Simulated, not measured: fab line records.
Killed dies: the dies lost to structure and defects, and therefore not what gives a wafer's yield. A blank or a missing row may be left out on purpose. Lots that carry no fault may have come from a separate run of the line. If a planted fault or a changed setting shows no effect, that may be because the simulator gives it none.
Matching of chambers || flow n5Finfet || N5_GATE_CUT_ETCH_36 on rieDiel-02: 4 sister chambers
The step etches SiARC in CF4, target depth 13 nm, time 21.7 s. 14 wafers are shown with their chamber, then 7 later ones without.

WAFERS PAIRED WITH THEIR CHAMBERS
{"wafer": "L079.1", "chamber": 2, "drypumpMotorCurrentA (A)": 5.1, "showerheadPlenumPTorr (Torr)": 2.24, "throttleValvePct (%)": 15.87}
{"wafer": "L079.4", "chamber": 3, "drypumpMotorCurrentA (A)": 5.6, "showerheadPlenumPTorr (Torr)": 2.21, "throttleValvePct (%)": 15.55}
{"wafer": "L079.5", "chamber": 0, "drypumpMotorCurrentA (A)": 6.6, "showerheadPlenumPTorr (Torr)": 2.03, "throttleValvePct (%)": 15.68}
{"wafer": "L090.3", "chamber": 3, "drypumpMotorCurrentA (A)": 5.6, "showerheadPlenumPTorr (Torr)": 2.21, "throttleValvePct (%)": 15.60}
{"wafer": "L090.4", "chamber": 2, "drypumpMotorCurrentA (A)": 5.1, "showerheadPlenumPTorr (Torr)": 2.23, "throttleValvePct (%)": 15.91}
{"wafer": "L090.5", "chamber": 1, "drypumpMotorCurrentA (A)": 6.1, "showerheadPlenumPTorr (Torr)": 2.15, "throttleValvePct (%)": 15.27}
{"wafer": "L092.3", "chamber": 3, "drypumpMotorCurrentA (A)": 5.6, "showerheadPlenumPTorr (Torr)": 2.20, "throttleValvePct (%)": 15.60}
{"wafer": "L092.4", "chamber": 0, "drypumpMotorCurrentA (A)": 6.6, "showerheadPlenumPTorr (Torr)": 2.02, "throttleValvePct (%)": 15.75}
{"wafer": "L092.5", "chamber": 0, "drypumpMotorCurrentA (A)": 6.6, "showerheadPlenumPTorr (Torr)": 2.02, "throttleValvePct (%)": 15.74}
{"wafer": "L093.1", "chamber": 3, "drypumpMotorCurrentA (A)": 5.6, "showerheadPlenumPTorr (Torr)": 2.20, "throttleValvePct (%)": 15.62}
{"wafer": "L093.4", "chamber": 1, "drypumpMotorCurrentA (A)": 6.0, "showerheadPlenumPTorr (Torr)": 2.14, "throttleValvePct (%)": 15.27}
{"wafer": "L093.6", "chamber": 3, "drypumpMotorCurrentA (A)": 5.6, "showerheadPlenumPTorr (Torr)": 2.20, "throttleValvePct (%)": 15.60}
{"wafer": "L094.1", "chamber": 3, "drypumpMotorCurrentA (A)": 5.6, "showerheadPlenumPTorr (Torr)": 2.20, "throttleValvePct (%)": 15.62}
{"wafer": "L094.5", "chamber": 3, "drypumpMotorCurrentA (A)": 5.6, "showerheadPlenumPTorr (Torr)": 2.20, "throttleValvePct (%)": 15.62}

SIGNATURES (means of the wafers above)
{"reading": "drypumpMotorCurrentA", "chamber 0": 6.600, "chamber 1": 6.050, "chamber 2": 5.100, "chamber 3": 5.600, "scatter within a chamber": 0.0224}
{"reading": "showerheadPlenumPTorr", "chamber 0": 2.0233, "chamber 1": 2.1450, "chamber 2": 2.2350, "chamber 3": 2.2029, "scatter within a chamber": 0.00556}
{"reading": "throttleValvePct", "chamber 0": 15.7233, "chamber 1": 15.2700, "chamber 2": 15.8900, "chamber 3": 15.6014, "scatter within a chamber": 0.0271}
Rule: a wafer lies at a distance from a chamber equal to the root of the sum of squares, over the readings, of (its reading less the chamber's mean, divided by the reading's scatter). The wafer belongs to the nearest chamber; if the next one is less than 2 further off, it can't be placed. The scatter: take each reading less its chamber's mean, square it, sum over the shown wafers, divide by the number of wafers less the number of chambers, and take the root.

WAFERS WHOSE CHAMBER IS MISSING
{"wafer": "L094.6", "drypumpMotorCurrentA (A)": 5.1, "showerheadPlenumPTorr (Torr)": 2.23, "throttleValvePct (%)": 15.95}
{"wafer": "L096.1", "drypumpMotorCurrentA (A)": 5.6, "showerheadPlenumPTorr (Torr)": 2.20, "throttleValvePct (%)": 15.61}
{"wafer": "L096.3", "drypumpMotorCurrentA (A)": 6.6, "showerheadPlenumPTorr (Torr)": 2.02, "throttleValvePct (%)": 15.76}
{"wafer": "L096.6", "drypumpMotorCurrentA (A)": 5.1, "showerheadPlenumPTorr (Torr)": 2.23, "throttleValvePct (%)": 15.92}
{"wafer": "L097.1", "drypumpMotorCurrentA (A)": 5.1, "showerheadPlenumPTorr (Torr)": 2.23, "throttleValvePct (%)": 15.96}
{"wafer": "L097.2", "drypumpMotorCurrentA (A)": 5.6, "showerheadPlenumPTorr (Torr)": 2.20, "throttleValvePct (%)": 15.62}
{"wafer": "L097.4", "drypumpMotorCurrentA (A)": 6.5, "showerheadPlenumPTorr (Torr)": 2.02, "throttleValvePct (%)": 15.75}

WHICH CHAMBER EACH WENT THROUGH
{"wafer": "L094.6", "from the rows above": 2, "in truth": 2}
{"wafer": "L096.1", "from the rows above": 3, "in truth": 3}
{"wafer": "L096.3", "from the rows above": 0, "in truth": 0}
{"wafer": "L096.6", "from the rows above": 2, "in truth": 2}
{"wafer": "L097.1", "from the rows above": 2, "in truth": 2}
{"wafer": "L097.2", "from the rows above": 3, "in truth": 3}
{"wafer": "L097.4", "from the rows above": 0, "in truth": 0}
7 of 7 placed correctly. Can't be placed from these rows: 0. Number placed wrongly: 0.
